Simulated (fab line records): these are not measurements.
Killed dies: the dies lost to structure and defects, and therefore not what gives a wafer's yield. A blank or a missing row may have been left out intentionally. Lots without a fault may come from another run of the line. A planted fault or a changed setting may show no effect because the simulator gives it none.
fab line records / flow nandHarc
[record] lots = 6 wafers = 18 lastDay = 24
route steps=1159 shown A_ONON_D1@428 END@1159
lots that met no fault: from a run of the same line without faults
startH: hours from the record's first day to the start of the lot's first wafer shown / waitH: time in hours since the lot's previous step / " same as the row above / L1.1+2: a single row standing in for several wafers / - no value, or no start was given / * or withheld: withheld / < > ~ a bound
route shown NAME@n: names a module that has steps shown in the file, with the first one's number in the route / usual: the fault-free wafers' mean and standard deviation / same: alike in all rows / chamber/n: place in a boat / sites: each site's reading / _std_site: how widely they spread, as a standard deviation / _edge_site: mean of outer sites minus mean of inner sites / radiusMm: how far each site lies from the wafer's centre / mask NAME#n: copy n / behind: the tool/chamber that last shaped the wafer / hold: reason for holding the lot/hours on hold/outcome of the hold / device: the transistor (n, p or np) that didn't switch / end of line: tests run on the same wafers once the route is complete / a step with no rows: only its recipe / killed: dies that structure and defects cost at the first sort, which is not the same as the wafer's yield / map: per-die view of a wafer (x killed, . not killed, _ where there is no die)
set.NAME: the run value of the setting; set.NAME@STEP: its run value at that earlier step / model.NAME: the simulator's own value behind a step, which no gauge read
lots seen at some steps along the route; tables by step, rows by wafer
services: a tool's chamber out of use, with start hour (startH, from the record's first day; less than 0 if before it), hours out, and reason
[[steps]]
[step NHARC_A_ONON_D1_DEP_06]
[recipe] targetThkA = 10000 n2FlowSccm = 2750 n2oFlowSccm = 2000 nh3FlowSccm = 500 sih4FlowSccm = 210 tempC = 400
[step NHARC_A_ONON_D1_THK_MEAS_08]
[recipe] thkMeasGauge = ellipsometry
[usual] thkNm = 999/11
lot.wafer=L381.2 tool=filmMetro-01 chamber=- startH=176.89 waitH=- thkNm=1000
lot.wafer=L381.4 tool=filmMetro-01 chamber=- startH=176.89 waitH=- thkNm=999
lot.wafer=L381.6 tool=filmMetro-01 chamber=- startH=176.89 waitH=- thkNm=1000
lot.wafer=L382.3 tool=filmMetro-02 chamber=- startH=176.89 waitH=- thkNm=1010
lot.wafer=L382.4 tool=filmMetro-02 chamber=- startH=176.89 waitH=- thkNm=1008
lot.wafer=L382.5 tool=filmMetro-02 chamber=- startH=176.89 waitH=- thkNm=1009
lot.wafer=L391.2 tool=filmMetro-01 chamber=- startH=252.00 waitH=- thkNm=975
lot.wafer=L391.4 tool=filmMetro-01 chamber=- startH=252.00 waitH=- thkNm=977
lot.wafer=L391.6 tool=filmMetro-01 chamber=- startH=252.00 waitH=- thkNm=976
lot.wafer=L395.2 tool=filmMetro-01 chamber=- startH=259.64 waitH=- thkNm=1012
lot.wafer=L395.4 tool=filmMetro-01 chamber=- startH=259.64 waitH=- thkNm=1013
lot.wafer=L395.6 tool=filmMetro-01 chamber=- startH=259.64 waitH=- thkNm=1013
lot.wafer=L398.2 tool=filmMetro-01 chamber=- startH=271.16 waitH=- thkNm=1008
lot.wafer=L398.5 tool=filmMetro-01 chamber=- startH=271.16 waitH=- thkNm=1008
lot.wafer=L398.6 tool=filmMetro-01 chamber=- startH=271.16 waitH=- thkNm=1008
lot.wafer=L400.1 tool=filmMetro-02 chamber=- startH=287.36 waitH=- thkNm=986
lot.wafer=L400.2 tool=filmMetro-02 chamber=- startH=287.36 waitH=- thkNm=987
lot.wafer=L400.4 tool=filmMetro-02 chamber=- startH=287.36 waitH=- thkNm=987
[step NHARC_A_ONON_D1_DEP_09]
[recipe] targetThkA = 10000 n2FlowSccm = 2750 n2oFlowSccm = 2000 nh3FlowSccm = 500 sih4FlowSccm = 210 tempC = 400
[step NHARC_A_ONON_D1_THK_MEAS_11]
[recipe] thkMeasGauge = ellipsometry
[usual] thkNm = 1000/12
lot.wafer=L381.2 tool=filmMetro-02 chamber=- startH=177.45 waitH=- thkNm=997
lot.wafer=L381.4 tool=filmMetro-02 chamber=- startH=177.45 waitH=- thkNm=995
lot.wafer=L381.6 tool=filmMetro-02 chamber=- startH=177.45 waitH=- thkNm=995
lot.wafer=L382.3 tool=filmMetro-01 chamber=- startH=177.46 waitH=- thkNm=990
lot.wafer=L382.4 tool=filmMetro-01 chamber=- startH=177.46 waitH=- thkNm=991
lot.wafer=L382.5 tool=filmMetro-01 chamber=- startH=177.46 waitH=- thkNm=989
lot.wafer=L391.2 tool=filmMetro-02 chamber=- startH=252.70 waitH=- thkNm=1011
lot.wafer=L391.4 tool=filmMetro-02 chamber=- startH=252.70 waitH=- thkNm=1008
lot.wafer=L391.6 tool=filmMetro-02 chamber=- startH=252.70 waitH=- thkNm=1011
lot.wafer=L395.2 tool=filmMetro-02 chamber=- startH=260.50 waitH=- thkNm=1000
lot.wafer=L395.4 tool=filmMetro-02 chamber=- startH=260.50 waitH=- thkNm=1002
lot.wafer=L395.6 tool=filmMetro-02 chamber=- startH=260.50 waitH=- thkNm=1002
lot.wafer=L398.2 tool=filmMetro-02 chamber=- startH=271.87 waitH=- thkNm=1016
lot.wafer=L398.5 tool=filmMetro-02 chamber=- startH=271.87 waitH=- thkNm=1016
lot.wafer=L398.6 tool=filmMetro-02 chamber=- startH=271.87 waitH=- thkNm=1015
lot.wafer=L400.1 tool=filmMetro-01 chamber=- startH=287.93 waitH=- thkNm=1010
lot.wafer=L400.2 tool=filmMetro-01 chamber=- startH=287.93 waitH=- thkNm=1013
lot.wafer=L400.4 tool=filmMetro-01 chamber=- startH=287.93 waitH=- thkNm=1010
[step NHARC_A_ONON_D1_DEP_12]
[recipe] targetThkA = 10000 n2FlowSccm = 2750 n2oFlowSccm = 2000 nh3FlowSccm = 500 sih4FlowSccm = 210 tempC = 400
[step NHARC_A_ONON_D1_THK_MEAS_14]
[recipe] thkMeasGauge = ellipsometry
[usual] thkNm = 1001/7.6
lot.wafer=L381.2 tool=filmMetro-02 chamber=- startH=178.02 waitH=- thkNm=1004
lot.wafer=L381.4 tool=filmMetro-02 chamber=- startH=178.02 waitH=- thkNm=1005
lot.wafer=L381.6 tool=filmMetro-02 chamber=- startH=178.02 waitH=- thkNm=1005
lot.wafer=L382.3 tool=filmMetro-01 chamber=- startH=178.05 waitH=- thkNm=997
lot.wafer=L382.4 tool=filmMetro-01 chamber=- startH=178.05 waitH=- thkNm=997
lot.wafer=L382.5 tool=filmMetro-01 chamber=- startH=178.05 waitH=- thkNm=997
lot.wafer=L391.2 tool=filmMetro-02 chamber=- startH=253.41 waitH=- thkNm=1011
lot.wafer=L391.4 tool=filmMetro-02 chamber=- startH=253.41 waitH=- thkNm=1012
lot.wafer=L391.6 tool=filmMetro-02 chamber=- startH=253.41 waitH=- thkNm=1013
lot.wafer=L395.2 tool=filmMetro-01 chamber=- startH=261.49 waitH=- thkNm=986
lot.wafer=L395.4 tool=filmMetro-01 chamber=- startH=261.49 waitH=- thkNm=985
lot.wafer=L395.6 tool=filmMetro-01 chamber=- startH=261.49 waitH=- thkNm=984
lot.wafer=L398.2 tool=filmMetro-01 chamber=- startH=272.57 waitH=- thkNm=1006
lot.wafer=L398.5 tool=filmMetro-01 chamber=- startH=272.57 waitH=- thkNm=1006
lot.wafer=L398.6 tool=filmMetro-01 chamber=- startH=272.57 waitH=- thkNm=1006
lot.wafer=L400.1 tool=filmMetro-02 chamber=- startH=288.50 waitH=- thkNm=1004
lot.wafer=L400.2 tool=filmMetro-02 chamber=- startH=288.50 waitH=- thkNm=1006
lot.wafer=L400.4 tool=filmMetro-02 chamber=- startH=288.50 waitH=- thkNm=1004
[step NHARC_A_ONON_D1_ANNEAL_15]
[recipe] tempC = 750 timeS = 3600
[step NHARC_A_ONON_D1_DEP_16]
[recipe] targetThkA = 10000 n2FlowSccm = 2750 n2oFlowSccm = 2000 nh3FlowSccm = 500 sih4FlowSccm = 210 tempC = 400
[step NHARC_A_ONON_D1_THK_MEAS_18]
[recipe] thkMeasGauge = ellipsometry
[usual] thkNm = 997/9.7
lot.wafer=L382.3 tool=filmMetro-01 chamber=- startH=185.08 waitH=- thkNm=989
lot.wafer=L382.4 tool=filmMetro-01 chamber=- startH=185.08 waitH=- thkNm=987
lot.wafer=L382.5 tool=filmMetro-01 chamber=- startH=185.08 waitH=- thkNm=988
lot.wafer=L381.2 tool=filmMetro-01 chamber=- startH=185.09 waitH=- thkNm=996
lot.wafer=L381.4 tool=filmMetro-01 chamber=- startH=185.09 waitH=- thkNm=995
lot.wafer=L381.6 tool=filmMetro-01 chamber=- startH=185.09 waitH=- thkNm=995
lot.wafer=L391.2 tool=filmMetro-02 chamber=- startH=260.36 waitH=- thkNm=1000
lot.wafer=L391.4 tool=filmMetro-02 chamber=- startH=260.36 waitH=- thkNm=999
lot.wafer=L391.6 tool=filmMetro-02 chamber=- startH=260.36 waitH=- thkNm=999
lot.wafer=L395.2 tool=filmMetro-01 chamber=- startH=270.82 waitH=- thkNm=999
lot.wafer=L395.4 tool=filmMetro-01 chamber=- startH=270.82 waitH=- thkNm=1001
lot.wafer=L395.6 tool=filmMetro-01 chamber=- startH=270.82 waitH=- thkNm=1000
lot.wafer=L398.2 tool=filmMetro-01 chamber=- startH=280.79 waitH=- thkNm=1011
lot.wafer=L398.5 tool=filmMetro-01 chamber=- startH=280.79 waitH=- thkNm=1009
lot.wafer=L398.6 tool=filmMetro-01 chamber=- startH=280.79 waitH=- thkNm=1010
lot.wafer=L400.1 tool=filmMetro-01 chamber=- startH=295.55 waitH=- thkNm=1001
lot.wafer=L400.2 tool=filmMetro-01 chamber=- startH=295.55 waitH=- thkNm=1002
lot.wafer=L400.4 tool=filmMetro-01 chamber=- startH=295.55 waitH=- thkNm=1003
[step NHARC_A_ONON_D1_DEP_19]
[recipe] targetThkA = 10000 n2FlowSccm = 2750 n2oFlowSccm = 2000 nh3FlowSccm = 500 sih4FlowSccm = 210 tempC = 400
[step NHARC_A_ONON_D1_THK_MEAS_21]
[recipe] thkMeasGauge = ellipsometry
[usual] thkNm = 1001/9.2
lot.wafer=L382.3 tool=filmMetro-02 chamber=- startH=185.65 waitH=- thkNm=996
lot.wafer=L382.4 tool=filmMetro-02 chamber=- startH=185.65 waitH=- thkNm=998
lot.wafer=L382.5 tool=filmMetro-02 chamber=- startH=185.65 waitH=- thkNm=997
lot.wafer=L381.2 tool=filmMetro-02 chamber=- startH=185.79 waitH=- thkNm=996
lot.wafer=L381.4 tool=filmMetro-02 chamber=- startH=185.79 waitH=- thkNm=995
lot.wafer=L381.6 tool=filmMetro-02 chamber=- startH=185.79 waitH=- thkNm=994
lot.wafer=L391.2 tool=filmMetro-01 chamber=- startH=261.20 waitH=- thkNm=994
lot.wafer=L391.4 tool=filmMetro-01 chamber=- startH=261.20 waitH=- thkNm=994
lot.wafer=L391.6 tool=filmMetro-01 chamber=- startH=261.20 waitH=- thkNm=992
lot.wafer=L395.2 tool=filmMetro-02 chamber=- startH=271.52 waitH=- thkNm=1016
lot.wafer=L395.4 tool=filmMetro-02 chamber=- startH=271.52 waitH=- thkNm=1018
lot.wafer=L395.6 tool=filmMetro-02 chamber=- startH=271.52 waitH=- thkNm=1016
lot.wafer=L398.2 tool=filmMetro-02 chamber=- startH=281.36 waitH=- thkNm=1005
lot.wafer=L398.5 tool=filmMetro-02 chamber=- startH=281.36 waitH=- thkNm=1004
lot.wafer=L398.6 tool=filmMetro-02 chamber=- startH=281.36 waitH=- thkNm=1005
lot.wafer=L400.1 tool=filmMetro-02 chamber=- startH=296.25 waitH=- thkNm=1011
lot.wafer=L400.2 tool=filmMetro-02 chamber=- startH=296.25 waitH=- thkNm=1012
lot.wafer=L400.4 tool=filmMetro-02 chamber=- startH=296.25 waitH=- thkNm=1012
[step NHARC_A_ONON_D1_DEP_22]
[recipe] targetThkA = 10000 n2FlowSccm = 2750 n2oFlowSccm = 2000 nh3FlowSccm = 500 sih4FlowSccm = 210 tempC = 400
lot.wafer=L382.3+4+5 tool=pecvdOnon-03 chamber=0 startH=185.82 waitH=0.2
lot.wafer=L381.2+4+6 tool=pecvdOnon-01 chamber=0 startH=185.92 waitH=0.1
lot.wafer=L391.2+4+6 tool=pecvdOnon-03 chamber=0 startH=261.74 waitH=0.5
lot.wafer=L395.2+4+6 tool=pecvdOnon-03 chamber=0 startH=271.76 waitH=0.2
lot.wafer=L398.2+5+6 tool=pecvdOnon-01 chamber=0 startH=281.47 waitH=0.1
lot.wafer=L400.1+2+4 tool=pecvdOnon-01 chamber=0 startH=296.44 waitH=0.2
[step NHARC_A_ONON_D1_THK_MEAS_24]
[recipe] thkMeasGauge = ellipsometry
[usual] thkNm = 998/9.5
lot.wafer=L382.3 tool=filmMetro-01 chamber=- startH=186.21 waitH=- thkNm=1007
lot.wafer=L382.4 tool=filmMetro-01 chamber=- startH=186.21 waitH=- thkNm=1005
lot.wafer=L382.5 tool=filmMetro-01 chamber=- startH=186.21 waitH=- thkNm=1004
lot.wafer=L381.2 tool=filmMetro-01 chamber=- startH=186.38 waitH=- thkNm=1002
lot.wafer=L381.4 tool=filmMetro-01 chamber=- startH=186.38 waitH=- thkNm=1003
lot.wafer=L381.6 tool=filmMetro-01 chamber=- startH=186.38 waitH=- thkNm=1002
lot.wafer=L391.2 tool=filmMetro-02 chamber=- startH=262.19 waitH=- thkNm=408
lot.wafer=L391.4 tool=filmMetro-02 chamber=- startH=262.19 waitH=- thkNm=410
lot.wafer=L391.6 tool=filmMetro-02 chamber=- startH=262.19 waitH=- thkNm=409
lot.wafer=L395.2 tool=filmMetro-02 chamber=- startH=272.21 waitH=- thkNm=388
lot.wafer=L395.4 tool=filmMetro-02 chamber=- startH=272.21 waitH=- thkNm=390
lot.wafer=L395.6 tool=filmMetro-02 chamber=- startH=272.21 waitH=- thkNm=387
lot.wafer=L398.2 tool=filmMetro-02 chamber=- startH=281.93 waitH=- thkNm=990
lot.wafer=L398.5 tool=filmMetro-02 chamber=- startH=281.93 waitH=- thkNm=989
lot.wafer=L398.6 tool=filmMetro-02 chamber=- startH=281.93 waitH=- thkNm=991
lot.wafer=L400.1 tool=filmMetro-02 chamber=- startH=296.95 waitH=- thkNm=988
lot.wafer=L400.2 tool=filmMetro-02 chamber=- startH=296.95 waitH=- thkNm=990
lot.wafer=L400.4 tool=filmMetro-02 chamber=- startH=296.95 waitH=- thkNm=988
[step NHARC_A_ONON_D1_DEP_25]
[recipe] targetThkA = 10000 n2FlowSccm = 2750 n2oFlowSccm = 2000 nh3FlowSccm = 500 sih4FlowSccm = 210 tempC = 400
[step NHARC_END_SORT_01]
[recipe] tempC = 25
[usual] killedAtArray = 29/10 killedAtOther = 0.7/1.1 killedAtPeriphery = 3.3/2.4 killedDies = 33/11 killedOpen = 3.3/2 killedShort = 1.9/1.3
[same] grossDies = 677
lot.wafer=L391.2 tool=prober-01 chamber=0 startH=541.50 waitH=2.8 killedAtArray=666 killedAtOther=4 killedAtPeriphery=7 killedDies=677 killedOpen=2 killedShort=4
lot.wafer=L391.4 tool=prober-01 chamber=0 startH=543.08 waitH=3.4 killedAtArray=669 killedAtOther=2 killedAtPeriphery=6 killedDies=677 killedOpen=4 killedShort=5
lot.wafer=L391.6 tool=prober-01 chamber=0 startH=544.67 waitH=4.0 killedAtArray=661 killedAtOther=4 killedAtPeriphery=12 killedDies=677 killedOpen=3 killedShort=1
lot.wafer=L395.2 tool=prober-02 chamber=0 startH=558.55 waitH=2.8 killedAtArray=671 killedAtOther=3 killedAtPeriphery=3 killedDies=677 killedOpen=2 killedShort=1
lot.wafer=L395.4 tool=prober-02 chamber=0 startH=560.16 waitH=3.4 killedAtArray=674 killedAtOther=0 killedAtPeriphery=3 killedDies=677 killedOpen=1 killedShort=2
lot.wafer=L395.6 tool=prober-02 chamber=0 startH=561.76 waitH=4.0 killedAtArray=674 killedAtOther=1 killedAtPeriphery=2 killedDies=677 killedOpen=2 killedShort=3
// killed by level:class
L391.2 A_ONON_D1:areaDep=635 A_SLIT:chamberFilmFlake=15 A_CHANNEL_HOLE_D1:chamberFilmFlake=5 A_STAIRCASE:chamberFilmFlake=4 A_CONTACT:chamberFilmFlake=4 P_CONTACT:chamberFilmFlake=3 THIN_TSV:chamberFilmFlake=3 P_CONTACT:geometricParticle:short=1
L391.4 A_ONON_D1:areaDep=625 A_SLIT:chamberFilmFlake=15 A_STAIRCASE:chamberFilmFlake=8 A_CONTACT:chamberFilmFlake=8 A_CHANNEL_HOLE_D1:chamberFilmFlake=5 P_CONTACT:chamberFilmFlake=4 A_WL_FILL:geometricParticle:short=2 THIN_TSV:chamberFilmFlake=2
L391.6 A_ONON_D1:areaDep=626 A_SLIT:chamberFilmFlake=15 P_CONTACT:chamberFilmFlake=9 A_CONTACT:chamberFilmFlake=7 A_CHANNEL_HOLE_D1:chamberFilmFlake=5 A_STAIRCASE:chamberFilmFlake=4 THIN_TSV:chamberFilmFlake=4 P_STI:chamberFilmFlake=3
L395.2 A_ONON_D1:areaDep=616 A_CHANNEL_HOLE_D1:chamberFilmFlake=30 A_SLIT:chamberFilmFlake=17 A_CONTACT:chamberFilmFlake=3 THIN_TSV:chamberFilmFlake=3 P_M2:chamberFilmFlake=2 A_STAIRCASE:chamberFilmFlake=2 P_M0:geometricParticle:open=1
L395.4 A_ONON_D1:areaDep=624 A_CHANNEL_HOLE_D1:chamberFilmFlake=25 A_SLIT:chamberFilmFlake=15 A_CONTACT:chamberFilmFlake=7 P_M0:geometricParticle:open=1 A_CHANNEL_FILL_D1:geometricParticle:short=1 A_M0:geometricParticle:short=1 P_STI:chamberFilmFlake=1
L395.6 A_ONON_D1:areaDep=625 A_SLIT:chamberFilmFlake=21 A_CHANNEL_HOLE_D1:chamberFilmFlake=17 A_CONTACT:chamberFilmFlake=5 P_M0:geometricParticle:short=1 A_ONON_D1:geometricParticle:short=1 A_WL_FILL:geometricParticle:short=1 A_CONTACT:geometricParticle:open=1
// map L391.2 (x killed, . not)
____________x____________
_________xxxxxxx_________
_______xxxxxxxxxxx_______
______xxxxxxxxxxxxx______
_____xxxxxxxxxxxxxxx_____
____xxxxxxxxxxxxxxxxx____
____xxxxxxxxxxxxxxxxx____
___xxxxxxxxxxxxxxxxxxx___
___xxxxxxxxxxxxxxxxxxx___
__xxxxxxxxxxxxxxxxxxxxx__
__xxxxxxxxxxxxxxxxxxxxx__
_xxxxxxxxxxxxxxxxxxxxxxx_
_xxxxxxxxxxxxxxxxxxxxxxx_
_xxxxxxxxxxxxxxxxxxxxxxx_
_xxxxxxxxxxxxxxxxxxxxxxx_
_xxxxxxxxxxxxxxxxxxxxxxx_
xxxxxxxxxxxxxxxxxxxxxxxxx
xxxxxxxxxxxxxxxxxxxxxxxxx
xxxxxxxxxxxxxxxxxxxxxxxxx
xxxxxxxxxxxxxxxxxxxxxxxxx
xxxxxxxxxxxxxxxxxxxxxxxxx
_xxxxxxxxxxxxxxxxxxxxxxx_
_xxxxxxxxxxxxxxxxxxxxxxx_
_xxxxxxxxxxxxxxxxxxxxxxx_
_xxxxxxxxxxxxxxxxxxxxxxx_
_xxxxxxxxxxxxxxxxxxxxxxx_
__xxxxxxxxxxxxxxxxxxxxx__
__xxxxxxxxxxxxxxxxxxxxx__
___xxxxxxxxxxxxxxxxxxx___
___xxxxxxxxxxxxxxxxxxx___
____xxxxxxxxxxxxxxxxx____
____xxxxxxxxxxxxxxxxx____
_____xxxxxxxxxxxxxxx_____
______xxxxxxxxxxxxx______
_______xxxxxxxxxxx_______
_________xxxxxxx_________
____________x____________
// map L395.2 (x killed, . not)
____________x____________
_________xxxxxxx_________
_______xxxxxxxxxxx_______
______xxxxxxxxxxxxx______
_____xxxxxxxxxxxxxxx_____
____xxxxxxxxxxxxxxxxx____
____xxxxxxxxxxxxxxxxx____
___xxxxxxxxxxxxxxxxxxx___
___xxxxxxxxxxxxxxxxxxx___
__xxxxxxxxxxxxxxxxxxxxx__
__xxxxxxxxxxxxxxxxxxxxx__
_xxxxxxxxxxxxxxxxxxxxxxx_
_xxxxxxxxxxxxxxxxxxxxxxx_
_xxxxxxxxxxxxxxxxxxxxxxx_
_xxxxxxxxxxxxxxxxxxxxxxx_
_xxxxxxxxxxxxxxxxxxxxxxx_
xxxxxxxxxxxxxxxxxxxxxxxxx
xxxxxxxxxxxxxxxxxxxxxxxxx
xxxxxxxxxxxxxxxxxxxxxxxxx
xxxxxxxxxxxxxxxxxxxxxxxxx
xxxxxxxxxxxxxxxxxxxxxxxxx
_xxxxxxxxxxxxxxxxxxxxxxx_
_xxxxxxxxxxxxxxxxxxxxxxx_
_xxxxxxxxxxxxxxxxxxxxxxx_
_xxxxxxxxxxxxxxxxxxxxxxx_
_xxxxxxxxxxxxxxxxxxxxxxx_
__xxxxxxxxxxxxxxxxxxxxx__
__xxxxxxxxxxxxxxxxxxxxx__
___xxxxxxxxxxxxxxxxxxx___
___xxxxxxxxxxxxxxxxxxx___
____xxxxxxxxxxxxxxxxx____
____xxxxxxxxxxxxxxxxx____
_____xxxxxxxxxxxxxxx_____
______xxxxxxxxxxxxx______
_______xxxxxxxxxxx_______
_________xxxxxxx_________
____________x____________
[[services]]
tool=pecvdOnon-01 chamber=- startH=195.29 hours=13.0 kind=pm
[[key]]
[firstSign] step = NHARC_A_ONON_D1_THK_MEAS_24 reading = thkNm direction = down sigmas = 63 usual = 998 struck = 399
[effect] step = NHARC_END_SORT_01 reading = killedAtArray direction = up sigmas = 62 usual = 29 struck = 669
[moreKillsBornAt] NHARC_A_ONON_D1_DEP_22@pecvdOnon-03 = 3751
metAt NHARC_A_ONON_D1_DEP_22
struckWafers L391.2,L391.4,L391.6,L395.2,L395.4,L395.6
laterRowsLeftOut L391.2,L391.4,L391.6,L395.2,L395.4,L395.6
testerLeftOut L391,L395
onsetBetween 185.82 261.74
[fault] kind = processParameterDrift tool = pecvdOnon-03 chamber = 0 onsetH = 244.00 steps = NHARC_A_ONON_D1_DEP_22 channel = targetThkA offset = * shape = step endH = 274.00 actsIn = * stated = *
// testerLeftOut: of these lots the tester's yield and bins aren't shown, on N5 and GAA mostly nor the transistor test; their killed dies are dies lost to structure and defects alone, not to doping, threshold or leakage, so they don't give the yield
// laterRowsLeftOut: the simulator's readings of these wafers behind a module that went badly wrong aren't trusted and aren't shown, but for the sort
